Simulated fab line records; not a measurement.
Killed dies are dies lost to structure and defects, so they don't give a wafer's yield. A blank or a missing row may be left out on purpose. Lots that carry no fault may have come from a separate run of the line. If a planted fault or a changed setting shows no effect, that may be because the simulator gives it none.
fab line records    flow nand_harc
record: lots: 6  wafers: 18  last_day: 25
route steps=1159 shown P_GATE@119 END@1159
lots with no fault: from the same line, run without faults
start_h: hours from the record's opening day to when the first of the lot's shown wafers began    wait_h: hours from the lot's prior step to this one    " repeats the value in the row above    L1.1+2: a row that stands for several wafers    - no value, or no start was given    * or withheld: withheld    < > ~ a bound
route shown NAME@n: NAME is a module with steps in the file, n the number in the route of the first one    usual: mean/standard deviation of fault-free wafers    same: alike in all rows    chamber/n: place in a boat    sites: readings site by site    _std_site: how widely they spread, as a standard deviation    _edge_site: inner sites' mean taken away from outer sites' mean    radius_mm: for every site, how far away it sits from the centre of the wafer    mask NAME#n: copy n    behind: the tool/chamber that last shaped the wafer    hold: why the lot went on hold/how many hours it stayed there/how the hold came to an end    device: names the non-switching transistor (n, p or np)    end of line: the tests these same wafers got at the end of their route    a step given without rows: its recipe and nothing more    killed: at the first sort, the dies lost to defects and structure; wafer yield is something else    map: the dies of a wafer, with x for killed, . for not killed, _ for no die there
set.NAME: the setting as run; set.NAME@STEP: as run at that earlier step    model.NAME: the simulator's own value behind a step, which no gauge read
lots at selected steps of the route; one table per step, one row per wafer
services: when a tool's chamber went out of use (start_h, in hours from the record's first day, below 0 if earlier), for how many hours, and the reason
== steps ==
step: NHARC_P_GATE_EXPOSE_08
recipe: na: 0.6  dose_mj: 16.75  mask_id: P_HV
step: NHARC_P_GATE_PEB_09
recipe: peb_temp_c: 118  peb_time_s: 85
step: NHARC_P_GATE_DEVELOP_10
recipe: time_s: 70
step: NHARC_P_GATE_CD_MEAS_11
recipe: target_cd_nm: 1640  landing_energy_ev: 500
usual: cd_nm: 1641.0/2.1
same: landing_energy_ev: 500
lot.wafer  tool       chamber  start_h  wait_h  cd_nm
L898.2     cd_sem-01  0        107.31   -       1641.4
L898.3     "          0        "        "       1639.1
L898.4     "          0        "        "       1640.7
L901.2     cd_sem-02  0        124.34   -       1642.9
L901.3     "          0        "        "       1641.0
L901.6     "          0        "        "       1642.1
L910.1     cd_sem-01  0        174.18   -       1641.1
L910.2     "          0        "        "       1642.2
L910.3     "          0        "        "       1642.1
L912.2     cd_sem-03  0        190.31   -       1642.9
L912.5     "          0        "        "       1642.8
L912.6     "          0        "        "       1643.4
L913.1     cd_sem-03  0        190.35   -       1641.8
L913.2     "          0        "        "       1642.3
L913.3     "          0        "        "       1639.8
L915.3     cd_sem-03  0        211.11   -       1642.0
L915.5     "          0        "        "       1636.9
L915.6     "          0        "        "       1639.4
step: NHARC_P_GATE_HARDBAKE_12
recipe: temp_c: 125  time_s: 80
step: NHARC_P_GATE_DESCUM_13
recipe: time_s: 3  o2_flow_sccm: 200  ar_flow_sccm: 0  bias_power_w: 0  chemistry: O2
usual: drypump_motor_current_A: 5.9/0.59  oes_product_au: 0.999/0.014  rf_vpp_V: 57.7/0.85  showerhead_plenum_p_Torr: 1.90/0.091  throttle_valve_pct: 11.311/0.0098
lot.wafer  tool         chamber  start_h  wait_h  drypump_motor_current_A  oes_product_au  rf_hours_counter_h  rf_vpp_V  showerhead_plenum_p_Torr  throttle_valve_pct
L898.3     rie_diel-11  0        107.48   -       5.9                      0.994           16                  57.2      2.04                      11.317
L898.2     "            2        "        "       4.8                      0.978           17                  56.9      1.87                      11.311
L898.4     "            3        "        "       6.3                      1.004           -                   57.2      1.88                      11.309
L901.2     rie_diel-11  0        124.50   -       5.9                      1.005           20                  59.7      2.04                      11.295
L901.3     "            1        "        "       6.6                      0.994           19                  57.5      1.94                      11.311
L901.6     "            3        "        "       6.3                      1.010           -                   57.0      1.88                      11.302
L910.3     rie_diel-12  0        174.35   -       5.1                      1.016           55                  57.0      1.76                      11.314
L910.2     "            1        "        "       6.0                      1.001           52                  57.7      1.86                      11.314
L910.1     "            2        "        "       6.2                      0.980           49                  58.0      1.80                      11.302
L912.2     rie_diel-12  2        190.50   -       6.2                      1.000           55                  56.8      1.80                      11.310
L912.6     "            1        "        "       6.1                      1.001           -                   57.5      1.86                      11.304
L912.5     "            2        "        "       6.2                      0.996           -                   57.3      1.80                      11.306
L913.1     rie_diel-12  2        190.57   -       6.2                      0.990           55                  57.6      1.80                      11.316
L913.3     "            3        "        "       6.0                      1.017           57                  59.5      1.80                      11.325
L913.2     "            1        "        "       6.0                      1.003           57                  57.4      1.86                      11.290
L915.3     rie_diel-11  0        211.30   -       5.9                      0.989           3                   59.3      2.04                      11.321
L915.5     "            1        "        "       6.6                      0.980           -                   57.2      1.93                      11.316
L915.6     "            2        "        "       4.8                      0.989           -                   59.8      1.86                      11.331
step: NHARC_P_GATE_ETCH_14
recipe: target_depth_a: 488  chemistry: dHF  material: SiO2
step: NHARC_P_GATE_STRIP_15
recipe: time_s: 780  temp_c: 130  chemistry: SPM
step: NHARC_P_GATE_PRECLEAN_71
recipe: time_s: *  temp_c: 50  bath_age_min: 0  chemistry: SC1
step: NHARC_P_GATE_SRD_72
step: NHARC_P_GATE_OXIDE_16
recipe: target_thk_a: 30  temp_c: 875  ox_time_s: 392  material: SiO2
step: NHARC_P_GATE_CVD_17
recipe: target_thk_a: 1500  temp_c: 620  time_s: 900  material: poly-Si
step: NHARC_P_GATE_HM_DEP_102
recipe: target_thk_a: 1200  temp_c: 400  material: aC
usual: susceptor_temp_C: 400.05/0.23  throttle_valve_pct: 35.000/0.0086
lot.wafer  tool        chamber  start_h  wait_h  susceptor_temp_C  throttle_valve_pct
L898.2     acl_dep-01  0        125.34   3.0     400.25            34.992
L898.3     "           0        "        "       400.19            34.994
L898.4     "           0        "        "       400.15            34.996
L901.2     acl_dep-01  0        137.73   0.5     399.85            34.998
L901.3     "           0        "        "       399.77            35.010
L901.6     "           0        "        "       399.52            35.006
L910.1     acl_dep-03  0        186.11   0.4     400.20            35.010
L910.2     "           0        "        "       399.80            34.999
L910.3     "           0        "        "       400.21            34.995
L913.1     acl_dep-03  -        202.62   0.4     -                 -
L913.2     "           -        "        "       -                 -
L913.3     "           -        "        "       -                 -
L912.2     acl_dep-03  -        203.37   1.1     -                 -
L912.5     "           -        "        "       -                 -
L912.6     "           -        "        "       -                 -
L915.3     acl_dep-01  0        228.20   1.9     400.42            35.001
L915.5     "           0        "        "       400.19            34.982
L915.6     "           0        "        "       400.34            34.996
step: NHARC_P_GATE_DEP_103
recipe: target_thk_a: 300  target_thk_nm: 30  temp_c: 400  flow_sccm: 200  rf_w: 350  material: SiON
step: NHARC_P_GATE_DEHYDRATE_18
recipe: temp_c: 150  time_s: 120
step: NHARC_P_GATE_HMDS_19
recipe: time_s: 30
step: NHARC_P_GATE_COAT_20
recipe: spin_rpm: 1500  resist_thk_nm: 90
step: NHARC_P_GATE_SOFTBAKE_21
recipe: temp_c: 105  time_s: 55
step: NHARC_P_GATE_EBR_22
step: NHARC_P_GATE_EXPOSE_23
recipe: na: 1.35  target_cd_nm: 120  dose_mj: 93.91  mask_id: P_GATE
step: NHARC_P_GATE_PEB_24
recipe: peb_temp_c: 100  peb_time_s: 65
step: NHARC_P_GATE_DEVELOP_25
recipe: develop_time_s: 35  dev_temp_c: 23
step: NHARC_P_GATE_CD_MEAS_26
recipe: target_cd_nm: 120  landing_energy_ev: 500
usual: cd_nm: 119.7/0.96
same: landing_energy_ev: 500
lot.wafer  tool       chamber  start_h  wait_h  cd_nm
L898.2     cd_sem-02  0        126.60   -       119.1
L898.3     "          0        "        "       119.3
L898.4     "          0        "        "       120.3
L901.2     cd_sem-01  0        138.98   -       120.7
L901.3     "          0        "        "       121.4
L901.6     "          0        "        "       120.5
L910.1     cd_sem-01  0        187.32   -       119.9
L910.2     "          0        "        "       120.9
L910.3     "          0        "        "       118.8
L913.1     cd_sem-02  0        203.97   -       118.4
L913.2     "          0        "        "       118.4
L913.3     "          0        "        "       118.7
L912.2     cd_sem-02  0        204.69   -       119.3
L912.5     "          0        "        "       119.5
L912.6     "          0        "        "       120.5
L915.3     cd_sem-02  0        229.25   -       118.8
L915.5     "          0        "        "       119.4
L915.6     "          0        "        "       120.2
step: NHARC_P_GATE_OVL_MEAS_27
usual: overlay_x_nm: 0.1/0.78  overlay_y_nm: 0.3/0.91
lot.wafer  tool        chamber  start_h  wait_h  overlay_x_nm  overlay_y_nm
L898.2     overlay-02  -        126.69   -       -0.3          -0.5
L898.3     "           -        "        "       -0.3          -0.7
L898.4     "           -        "        "       -0.8          -0.5
L901.2     overlay-02  -        139.07   -       -0.2          1.0
L901.3     "           -        "        "       0.2           0.9
L901.6     "           -        "        "       0.5           1.2
L910.1     overlay-02  -        187.41   -       -1.2          1.4
L910.2     "           -        "        "       -1.8          1.7
L910.3     "           -        "        "       -0.7          2.0
L913.1     overlay-01  -        204.05   -       -0.1          -0.7
L913.2     "           -        "        "       0.4           -0.1
L913.3     "           -        "        "       0.0           -0.6
L912.2     overlay-02  -        204.78   -       0.9           0.0
L912.5     "           -        "        "       0.4           0.1
L912.6     "           -        "        "       0.6           -0.2
L915.3     overlay-01  -        229.33   -       -0.5          -0.3
L915.5     "           -        "        "       -0.6          -0.3
L915.6     "           -        "        "       -0.3          -0.7
step: NHARC_P_GATE_INSPECT_28
usual: raw_defect_count: 7/3.2
lot.wafer  tool               chamber  start_h  wait_h  raw_defect_count
L898.2     defect_inspect-02  -        126.72   0.0     2
L898.3     "                  -        "        "       10
L898.4     "                  -        "        "       5
L901.2     defect_inspect-02  -        139.10   0.0     11
L901.3     "                  -        "        "       11
L901.6     "                  -        "        "       9
L910.1     defect_inspect-01  -        187.45   0.0     7
L910.2     "                  -        "        "       2
L910.3     "                  -        "        "       7
L913.1     defect_inspect-02  -        204.09   0.0     3
L913.2     "                  -        "        "       11
L913.3     "                  -        "        "       16
L912.2     defect_inspect-01  -        204.82   0.0     2
L912.5     "                  -        "        "       5
L912.6     "                  -        "        "       8
L915.3     defect_inspect-02  -        229.37   0.0     4
L915.5     "                  -        "        "       8
L915.6     "                  -        "        "       15
step: NHARC_P_GATE_DESCUM_31
recipe: time_s: 3  o2_flow_sccm: 200  ar_flow_sccm: 0  bias_power_w: 0  chemistry: O2
step: NHARC_P_GATE_ETCH_104
recipe: target_depth_a: 600  time_s: withheld  cf4_flow_sccm: 100  chf3_flow_sccm: 30  ar_flow_sccm: 0  rf_w: 500  bias_w: 200  chemistry: CF4/CHF3
usual: drypump_motor_current_A: 5.9/0.58  oes_product_au: 0.945/0.023  rf_vpp_V: 370.3/2.7  showerhead_plenum_p_Torr: 1.57/0.072  throttle_valve_pct: 16.802/0.0098
lot.wafer  tool         chamber  start_h  wait_h  drypump_motor_current_A  oes_product_au  rf_vpp_V  showerhead_plenum_p_Torr  throttle_valve_pct
L898.3     rie_diel-12  3        126.87   0.1     6.0                      0.968           368.1     1.49                      16.816
L898.4     "            0        "        "       5.1                      0.966           366.0     1.46                      16.810
L898.2     "            1        "        "       6.0                      0.985           369.6     1.54                      16.816
L901.3     rie_diel-11  0        139.25   0.1     5.9                      0.933           373.6     1.67                      16.784
L901.2     "            2        "        "       4.8                      0.964           368.7     1.54                      16.802
L901.6     "            1        "        "       6.6                      0.922           372.0     1.59                      16.805
L910.2     rie_diel-11  3        187.60   0.1     6.3                      0.938           371.0     1.54                      16.811
L910.1     "            0        "        "       5.9                      0.928           374.2     1.67                      16.793
L910.3     "            2        "        "       4.8                      0.937           370.3     1.53                      16.807
L913.1     rie_diel-11  3        204.24   0.1     6.3                      0.961           370.1     1.54                      16.798
L913.3     "            0        "        "       5.9                      0.966           374.2     1.67                      16.810
L913.2     "            1        "        "       6.6                      0.952           370.6     1.59                      16.804
L912.2     rie_diel-13  2        205.11   0.2     6.4                      0.940           369.4     1.48                      16.809
L912.6     "            3        "        "       6.3                      0.945           371.8     1.65                      16.810
L912.5     "            0        "        "       5.5                      0.962           374.2     1.69                      16.797
L915.3     rie_diel-12  2        229.72   0.3     6.2                      0.950           366.7     1.48                      16.806
L915.6     "            2        "        "       6.2                      0.941           367.7     1.48                      16.824
L915.5     "            3        "        "       6.0                      0.948           366.1     1.48                      16.810
step: NHARC_P_GATE_HM_OPEN_105
recipe: target_depth_a: 3600  o2_flow_sccm: 400  cos_flow_sccm: 20  ar_flow_sccm: 0  rf_w: 500  bias_w: 300  chemistry: O2/COS
usual: drypump_motor_current_A: 5.9/0.59  oes_product_au: 0.999/0.014  rf_vpp_V: 467/3.1  showerhead_plenum_p_Torr: 3.10/0.14  throttle_valve_pct: 28.330/0.0086
lot.wafer  tool         chamber  start_h  wait_h  drypump_motor_current_A  oes_product_au  rf_hours_counter_h  rf_vpp_V  showerhead_plenum_p_Torr  throttle_valve_pct
L898.2     rie_diel-12  1        -        -       6.1                      0.994           33                  464       3.05                      28.324
L898.3     "            2        "        "       6.2                      0.982           31                  465       2.96                      28.315
L898.4     "            3        "        "       6.0                      1.003           35                  465       2.96                      28.328
L901.3     rie_diel-11  1        -        -       6.6                      0.991           22                  468       3.16                      28.326
L901.2     "            2        "        "       4.8                      0.976           21                  464       3.05                      28.338
L901.6     "            2        "        "       4.8                      0.985           -                   463       3.05                      28.339
L910.2     rie_diel-11  0        -        -       5.9                      0.996           30                  470       3.31                      28.333
L910.3     "            2        "        "       4.8                      0.984           29                  466       3.04                      28.328
L910.1     "            3        "        "       6.3                      1.013           30                  465       3.06                      28.332
L913.3     rie_diel-11  3        -        -       6.3                      0.992           1                   467       3.06                      28.322
L913.2     "            0        "        "       5.9                      0.986           1                   471       3.31                      28.328
L913.1     "            2        "        "       4.8                      0.998           1                   467       3.04                      28.337
L912.2     rie_diel-13  3        -        -       6.3                      1.010           39                  472       3.27                      28.330
L912.5     "            3        "        "       6.3                      1.018           -                   469       3.27                      28.330
L912.6     "            0        "        "       5.5                      1.031           -                   473       3.35                      28.330
L915.3     rie_diel-12  3        -        -       6.0                      1.006           11                  464       2.94                      28.333
L915.5     "            2        "        "       6.2                      1.000           -                   462       2.94                      28.321
L915.6     "            3        "        "       6.0                      1.013           -                   464       2.94                      28.338
step: NHARC_P_GATE_STRIP_106
recipe: o2_flow_sccm: 400  cos_flow_sccm: 20  ar_flow_sccm: 0  bias_w: 0  chemistry: O2/COS
step: NHARC_P_GATE_ETCH_114
recipe: target_depth_a: 300  overetch_a: 30  time_s: 16.5  ion_energy_ev: 100  cf4_flow_sccm: 80  o2_flow_sccm: 20  ar_flow_sccm: 0  rf_w: 300  bias_w: 100  chemistry: CF4/O2
step: NHARC_P_GATE_ETCH_32
recipe: target_depth_a: 1500  over_etch_frac: 1  over_etch_ion_energy_ev: 40  time_s: 100.1  hbr_flow_sccm: 150  cl2_flow_sccm: 50  rf_w: 400  icp_w: 400  bias_w: 100  chemistry: HBr/Cl2
usual: drypump_motor_current_A: 5.6/0.44  oes_product_au: 1.002/0.013  throttle_valve_pct: 26.405/0.0084
lot.wafer  tool       chamber  start_h  wait_h  drypump_motor_current_A  oes_product_au  rf_hours_counter_h  throttle_valve_pct
L898.3     rie_si-02  2        127.24   -       5.6                      1.006           0.7                 26.397
L898.2     "          3        "        "       5.7                      1.008           0.9                 26.398
L898.4     "          0        "        "       5.0                      1.020           1.0                 26.410
L901.2     rie_si-04  3        139.71   -       6.1                      0.993           0.2                 26.416
L901.3     "          0        "        "       5.0                      0.986           0.2                 26.410
L901.6     "          2        "        "       6.3                      1.002           -                   26.403
L910.1     rie_si-04  0        187.97   -       5.0                      0.976           0.7                 26.421
L910.3     "          1        "        "       5.8                      1.017           0.8                 26.390
L910.2     "          2        "        "       6.2                      1.007           0.8                 26.414
L913.1     rie_si-04  3        204.61   -       6.0                      1.002           0.9                 26.416
L913.3     "          0        "        "       5.0                      0.987           0.8                 26.411
L913.2     "          1        "        "       5.8                      1.019           0.9                 26.402
L912.2     rie_si-04  2        206.21   -       6.3                      0.986           1.0                 26.412
L912.6     "          2        "        "       6.3                      1.000           -                   26.391
L912.5     "          3        "        "       6.1                      1.010           -                   26.388
L915.3     rie_si-02  2        230.49   -       5.7                      1.015           0.1                 26.390
L915.6     "          0        "        "       5.0                      0.990           -                   26.412
L915.5     "          3        "        "       5.7                      1.022           -                   26.395
step: NHARC_P_GATE_STRIP_108
recipe: o2_flow_sccm: 500  ar_flow_sccm: 0  bias_w: 0  chemistry: O2
usual: drypump_motor_current_A: 5.9/0.59  oes_product_au: 1.001/0.014  rf_vpp_V: 57.7/1  showerhead_plenum_p_Torr: 3.49/0.16  throttle_valve_pct: 17.038/0.01
lot.wafer  tool         chamber  start_h  wait_h  drypump_motor_current_A  oes_product_au  rf_hours_counter_h  rf_vpp_V  showerhead_plenum_p_Torr  throttle_valve_pct
L898.3     rie_diel-12  3        127.40   -       6.0                      1.009           35                  59.1      3.35                      17.023
L898.4     "            0        "        "       5.1                      1.012           37                  57.5      3.28                      17.050
L898.2     "            1        "        "       6.0                      1.005           33                  57.3      3.45                      17.033
L901.2     rie_diel-11  1        139.88   -       6.6                      0.987           22                  57.2      3.57                      17.021
L901.3     "            2        "        "       4.8                      0.987           21                  56.8      3.44                      17.042
L901.6     "            0        "        "       5.9                      0.994           -                   57.2      3.74                      17.032
L910.3     rie_diel-11  2        188.15   -       4.8                      0.987           29                  58.4      3.44                      17.036
L910.2     "            3        "        "       6.3                      1.010           30                  58.4      3.46                      17.041
L910.1     "            0        "        "       5.9                      0.992           30                  56.9      3.74                      17.040
L913.3     rie_diel-11  0        204.81   -       6.0                      1.000           1                   58.7      3.74                      17.042
L913.1     "            1        "        "       6.6                      0.977           1                   58.9      3.56                      17.045
L913.2     "            3        "        "       6.3                      1.003           1                   57.8      3.46                      17.012
L912.2     rie_diel-13  0        206.37   -       5.5                      1.035           36                  57.8      3.79                      17.049
L912.5     "            0        "        "       5.5                      1.036           -                   58.3      3.79                      17.028
L912.6     "            1        "        "       5.3                      1.005           -                   58.7      3.69                      17.050
L915.3     rie_diel-11  3        230.74   -       6.3                      0.997           5                   57.3      3.46                      17.030
L915.6     "            1        "        "       6.6                      0.988           -                   57.9      3.56                      17.044
L915.5     "            2        "        "       4.8                      1.006           -                   57.4      3.44                      17.039
step: NHARC_P_GATE_CD_MEAS_33
usual: cd_nm: 121/3.2
lot.wafer  tool       chamber  start_h  wait_h  cd_nm
L898.2     cd_sem-02  -        127.58   -       117
L898.3     "          -        "        "       119
L898.4     "          -        "        "       122
L901.2     cd_sem-02  -        140.05   -       121
L901.3     "          -        "        "       123
L901.6     "          -        "        "       120
L910.1     cd_sem-03  -        188.30   -       124
L910.2     "          -        "        "       123
L910.3     "          -        "        "       117
L913.1     cd_sem-02  -        204.98   -       -
L913.2     "          -        "        "       -
L913.3     "          -        "        "       -
L912.2     cd_sem-02  -        206.55   -       -
L912.5     "          -        "        "       -
L912.6     "          -        "        "       -
L915.3     cd_sem-03  -        230.89   -       122
L915.5     "          -        "        "       116
L915.6     "          -        "        "       126
step: NHARC_P_GATE_STRIP_35
recipe: time_s: 600  temp_c: 130  chemistry: SPM
step: NHARC_P_GATE_PRECLEAN_73
recipe: time_s: *  temp_c: 50  bath_age_min: 0  chemistry: SC1
step: NHARC_P_GATE_SRD_74
step: NHARC_P_GATE_ALD_36
recipe: target_thk_a: 200  pulse_time_s: 60  ald_cycles: 223  temp_c: 400  material: SiNx
step: NHARC_P_GATE_ETCHBACK_37
recipe: target_depth_a: 345  time_s: 17.2  chf3_flow_sccm: 50  o2_flow_sccm: 10  ar_flow_sccm: 200  rf_w: 500  bias_w: 200  chemistry: CHF3/O2
step: NHARC_P_GATE_STRIP_101
recipe: time_s: 20  o2_flow_sccm: 500  ar_flow_sccm: 0  bias_w: 0  chemistry: O2
step: NHARC_P_GATE_PRECLEAN_97
recipe: time_s: 600  temp_c: 120  chemistry: SPM
step: NHARC_P_GATE_SRD_98
step: NHARC_P_GATE_PRECLEAN_99
recipe: time_s: *  temp_c: 50  bath_age_min: 0  chemistry: SC1
step: NHARC_P_GATE_INSPECT_68
usual: raw_defect_count: 206/70
lot.wafer  tool               chamber  start_h  wait_h  raw_defect_count
L898.2     defect_inspect-01  -        145.14   0.1     239
L898.3     "                  -        "        "       142
L898.4     "                  -        "        "       221
L901.2     defect_inspect-01  -        157.50   0.1     345
L901.3     "                  -        "        "       377
L901.6     "                  -        "        "       153
L910.1     defect_inspect-02  -        208.28   0.2     221
L910.2     "                  -        "        "       197
L910.3     "                  -        "        "       211
L913.1     defect_inspect-02  -        223.00   0.2     3440
L913.2     "                  -        "        "       3467
L913.3     "                  -        "        "       3551
L912.2     defect_inspect-01  -        224.45   0.1     3615
L912.5     "                  -        "        "       3478
L912.6     "                  -        "        "       3606
L915.3     defect_inspect-02  -        248.73   0.1     252
L915.5     "                  -        "        "       273
L915.6     "                  -        "        "       218
step: NHARC_END_SORT_01
recipe: temp_c: 25
usual: killed_at_array: 26/9.7  killed_at_other: 1.0/1.2  killed_at_periphery: 3.9/2.6  killed_dies: 31/9.7  killed_open: 3.2/1.8  killed_short: 2.0/1.3
same: gross_dies: 677
lot.wafer  tool       chamber  start_h  wait_h  killed_at_array  killed_at_other  killed_at_periphery  killed_dies  killed_open  killed_short
L901.2     prober-02  0        492.86   2.7     31               0                8                    39           4            1
L901.3     prober-02  0        493.66   3.1     34               0                5                    39           2            1
L901.6     prober-02  0        496.05   4.0     33               1                3                    37           3            1
L910.1     prober-02  0        542.24   2.5     7                0                7                    14           2            1
L910.2     prober-02  0        543.05   2.8     17               1                5                    23           8            0
L910.3     prober-02  0        543.85   3.1     15               2                5                    22           5            2
L913.1     prober-02  0        557.86   2.5     2                1                674                  677          0            0
L913.2     prober-02  0        558.67   2.8     4                0                673                  677          0            1
L913.3     prober-02  0        559.47   3.1     4                0                673                  677          3            0
L912.2     prober-01  0        558.46   2.8     6                0                671                  677          0            0
L912.5     prober-01  0        560.88   3.7     4                0                673                  677          1            0
L912.6     prober-01  0        561.69   4.0     6                0                671                  677          0            1
killed by level:class
L901.2 A_SLIT:chamber_film_flake=13 A_CHANNEL_HOLE_D1:chamber_film_flake=12 P_ZERO_WELL:chamber_film_flake=4 A_SGD_CUT:chamber_film_flake=2 P_GATE:geometric_particle:open=1 P_CONTACT:geometric_particle:open=1 P_M0:geometric_particle:open=1 A_ONON_D1:geometric_particle:short=1
L901.3 A_CHANNEL_HOLE_D1:chamber_film_flake=16 A_SLIT:chamber_film_flake=7 P_ZERO_WELL:chamber_film_flake=5 A_STAIRCASE:chamber_film_flake=4 A_SGD_CUT:chamber_film_flake=2 A_CHANNEL_FILL_D1:geometric_particle:short=1 A_CONTACT:geometric_particle:open=1 A_M0:geometric_particle:open=1
L901.6 A_CHANNEL_HOLE_D1:chamber_film_flake=14 A_SLIT:chamber_film_flake=12 A_STAIRCASE:chamber_film_flake=3 P_ZERO_WELL:chamber_film_flake=2 P_M0:geometric_particle:open=1 A_ONON_D1:geometric_particle:short=1 A_ONON_D1:geometric_particle:open=1 A_CONTACT:geometric_particle:open=1
L910.1 P_M2:chamber_film_flake=7 A_CHANNEL_HOLE_D1:chamber_film_flake=2 A_CONTACT:geometric_particle:open=1 A_M1:geometric_particle:open=1 A_M1:geometric_particle:short=1 A_SLIT:chamber_film_flake=1 A_CONTACT:chamber_film_flake=1
L910.2 A_CHANNEL_HOLE_D1:chamber_film_flake=8 P_M2:chamber_film_flake=4 A_CHANNEL_FILL_D1:geometric_particle:open=3 P_GATE:geometric_particle:open=1 A_ONON_D1:geometric_particle:open=1 A_CONTACT:geometric_particle:open=1 A_BLC:geometric_particle:open=1 A_M0:geometric_particle:open=1
L910.3 A_CHANNEL_HOLE_D1:chamber_film_flake=5 P_M2:chamber_film_flake=4 A_CHANNEL_HOLE_D1:geometric_particle:open=3 A_SLIT:chamber_film_flake=2 A_ONON_D1:geometric_particle:short=1 A_SGD_CUT:geometric_particle:short=1 A_M0:geometric_particle:open=1 P_GATE:chamber_film_flake=1
L913.1 P_GATE:lost_pattern=674 A_CHANNEL_HOLE_D1:chamber_film_flake=2 THIN_TSV:chamber_film_flake=1
L912.2 P_GATE:lost_pattern=671 A_SLIT:chamber_film_flake=4 A_CHANNEL_HOLE_D1:chamber_film_flake=1 A_CONTACT:chamber_film_flake=1
L913.2 P_GATE:lost_pattern=672 A_CHANNEL_HOLE_D1:chamber_film_flake=2 P_M0:geometric_particle:short=1 A_CONTACT:chamber_film_flake=1 A_STAIRCASE:chamber_film_flake=1
L913.3 P_GATE:lost_pattern=672 A_CHANNEL_HOLE_D1:chamber_film_flake=2 P_CONTACT:geometric_particle:open=1 A_CONTACT:geometric_particle:open=1 A_M0:geometric_particle:open=1
L912.5 P_GATE:lost_pattern=673 A_SLIT:chamber_film_flake=2 A_ONON_D1:geometric_particle:open=1 A_CHANNEL_HOLE_D1:chamber_film_flake=1
L912.6 P_GATE:lost_pattern=671 A_SLIT:chamber_film_flake=2 A_CHANNEL_FILL_D1:geometric_particle:short=1 A_CHANNEL_HOLE_D1:chamber_film_flake=1 A_M1:chamber_film_flake=1 A_CONTACT:chamber_film_flake=1
map L912.2 (x killed, . not)
____________x____________
_________xxxxxxx_________
_______xxxxxxxxxxx_______
______xxxxxxxxxxxxx______
_____xxxxxxxxxxxxxxx_____
____xxxxxxxxxxxxxxxxx____
____xxxxxxxxxxxxxxxxx____
___xxxxxxxxxxxxxxxxxxx___
___xxxxxxxxxxxxxxxxxxx___
__xxxxxxxxxxxxxxxxxxxxx__
__xxxxxxxxxxxxxxxxxxxxx__
_xxxxxxxxxxxxxxxxxxxxxxx_
_xxxxxxxxxxxxxxxxxxxxxxx_
_xxxxxxxxxxxxxxxxxxxxxxx_
_xxxxxxxxxxxxxxxxxxxxxxx_
_xxxxxxxxxxxxxxxxxxxxxxx_
xxxxxxxxxxxxxxxxxxxxxxxxx
xxxxxxxxxxxxxxxxxxxxxxxxx
xxxxxxxxxxxxxxxxxxxxxxxxx
xxxxxxxxxxxxxxxxxxxxxxxxx
xxxxxxxxxxxxxxxxxxxxxxxxx
_xxxxxxxxxxxxxxxxxxxxxxx_
_xxxxxxxxxxxxxxxxxxxxxxx_
_xxxxxxxxxxxxxxxxxxxxxxx_
_xxxxxxxxxxxxxxxxxxxxxxx_
_xxxxxxxxxxxxxxxxxxxxxxx_
__xxxxxxxxxxxxxxxxxxxxx__
__xxxxxxxxxxxxxxxxxxxxx__
___xxxxxxxxxxxxxxxxxxx___
___xxxxxxxxxxxxxxxxxxx___
____xxxxxxxxxxxxxxxxx____
____xxxxxxxxxxxxxxxxx____
_____xxxxxxxxxxxxxxx_____
______xxxxxxxxxxxxx______
_______xxxxxxxxxxx_______
_________xxxxxxx_________
____________x____________
map L913.1 (x killed, . not)
____________x____________
_________xxxxxxx_________
_______xxxxxxxxxxx_______
______xxxxxxxxxxxxx______
_____xxxxxxxxxxxxxxx_____
____xxxxxxxxxxxxxxxxx____
____xxxxxxxxxxxxxxxxx____
___xxxxxxxxxxxxxxxxxxx___
___xxxxxxxxxxxxxxxxxxx___
__xxxxxxxxxxxxxxxxxxxxx__
__xxxxxxxxxxxxxxxxxxxxx__
_xxxxxxxxxxxxxxxxxxxxxxx_
_xxxxxxxxxxxxxxxxxxxxxxx_
_xxxxxxxxxxxxxxxxxxxxxxx_
_xxxxxxxxxxxxxxxxxxxxxxx_
_xxxxxxxxxxxxxxxxxxxxxxx_
xxxxxxxxxxxxxxxxxxxxxxxxx
xxxxxxxxxxxxxxxxxxxxxxxxx
xxxxxxxxxxxxxxxxxxxxxxxxx
xxxxxxxxxxxxxxxxxxxxxxxxx
xxxxxxxxxxxxxxxxxxxxxxxxx
_xxxxxxxxxxxxxxxxxxxxxxx_
_xxxxxxxxxxxxxxxxxxxxxxx_
_xxxxxxxxxxxxxxxxxxxxxxx_
_xxxxxxxxxxxxxxxxxxxxxxx_
_xxxxxxxxxxxxxxxxxxxxxxx_
__xxxxxxxxxxxxxxxxxxxxx__
__xxxxxxxxxxxxxxxxxxxxx__
___xxxxxxxxxxxxxxxxxxx___
___xxxxxxxxxxxxxxxxxxx___
____xxxxxxxxxxxxxxxxx____
____xxxxxxxxxxxxxxxxx____
_____xxxxxxxxxxxxxxx_____
______xxxxxxxxxxxxx______
_______xxxxxxxxxxx_______
_________xxxxxxx_________
____________x____________
== services ==
tool         chamber  start_h  hours  kind
rie_si-02    2        86.97    15.3   repair
rie_diel-13  3        90.92    7.6    repair
rie_diel-11  0        95.24    -      clean
rie_diel-11  1        95.24    -      clean
rie_diel-11  2        95.24    -      clean
rie_diel-11  3        95.24    -      clean
rie_diel-13  -        99.00    9.0    pm
rie_si-04    -        99.00    9.0    pm
rie_diel-11  1        104.14   4.3    repair
acl_dep-01   -        111.00   13.0   pm
rie_diel-11  2        116.83   9.9    repair
rie_diel-11  0        119.74   -      clean
rie_diel-11  1        119.74   -      clean
rie_diel-11  3        119.74   -      clean
rie_si-02    1        155.93   3.2    repair
rie_diel-11  -        156.69   1.7    repair
rie_diel-11  -        189.64   9.0    pm
rie_si-02    3        198.80   3.9    repair
rie_diel-12  -        202.46   9.0    pm
rie_diel-13  1        204.53   1.6    repair
rie_si-02    -        211.03   9.0    pm
rie_diel-12  1        217.61   2.5    repair
rie_si-02    1        227.85   14.3   repair
acl_dep-03   -        228.42   13.0   pm
== key ==
first_sign: step: NHARC_P_GATE_HM_DEP_102  reading: tool_record  direction: missing
effect: step: NHARC_P_GATE_CD_MEAS_33  reading: cd_nm  direction: missing
effect: step: NHARC_P_GATE_INSPECT_68  reading: raw_defect_count  direction: up  sigmas: 47  usual: 206  struck: 3526
effect: step: NHARC_END_SORT_01  reading: killed_at_periphery  direction: up  sigmas: 99+  usual: 3.9  struck: 672.5
met_at NHARC_P_GATE_HM_DEP_102
struck_wafers L912.2,L912.5,L912.6,L913.1,L913.2,L913.3
later_rows_left_out L912.2,L912.5,L912.6,L913.1,L913.2,L913.3
tester_left_out L912,L913
onset_between 186.11 202.62
fault: kind: skipped_step_whole  tool: acl_dep-03  chamber: -  onset_h: 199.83  steps: NHARC_P_GATE_HM_DEP_102  scope: struck_lots_only
tester_left_out: of these lots the tester's yield and bins aren't shown, on N5 and GAA mostly nor the transistor test; their killed dies are dies lost to structure and defects alone, not to doping, threshold or leakage, so they don't give the yield
later_rows_left_out: the simulator's readings of these wafers behind a module that went badly wrong aren't trusted and aren't shown, but for the sort
